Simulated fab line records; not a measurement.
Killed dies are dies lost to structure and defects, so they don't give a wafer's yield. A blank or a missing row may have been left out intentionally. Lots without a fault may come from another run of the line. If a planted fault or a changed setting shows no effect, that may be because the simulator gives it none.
Chamber matching	flow nand_harc	pecvd-02 running NHARC_A_M0_DEP_32: 3 sister chambers
The step deposits SiCN, target thk 30 nm. 3 wafers are shown with their chamber, then 8 later ones without.

== EACH WAFER AND ITS CHAMBER ==
wafer	chamber	heater_power_w (W)
L088.4	0	766
L088.6	1	570
L091.1	2	552

== WAFERS WITH NO CHAMBER GIVEN ==
wafer	heater_power_w (W)
L091.4	534
L091.6	826
L096.1	824
L096.4	564
L096.5	850
L097.1	817
L097.3	635
L097.5	506

== WHICH CHAMBER EACH ONE RAN IN ==
wafer	from the rows above	in truth
L091.4	can't be placed: 2 or 1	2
L091.6	0	0
L096.1	0	0
L096.4	can't be placed: 1 or 2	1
L096.5	0	0
L097.1	0	0
L097.3	can't be placed: 1 or 2 or 0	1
L097.5	can't be placed: 2 or 1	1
Correct placement for 4 of the 8. Unplaceable from these rows: 4, with the true chamber sitting among the candidates in 4. Number placed wrongly: 0.
How it was worked out, from the rows above alone: a wafer's distance from a chamber is the root of the sum, over the readings, of the square of ((its reading less the chamber's mean) divided by the reading's scatter). If the next closest chamber is less than 2 further off than the closest, the wafer can't be placed; otherwise it belongs to the closest. For every chamber, the mean is computed from those of its wafers that are shown. The scatter: with one shown wafer a chamber, the root of the mean of the squares of how far each hidden wafer lies from its nearest shown one.
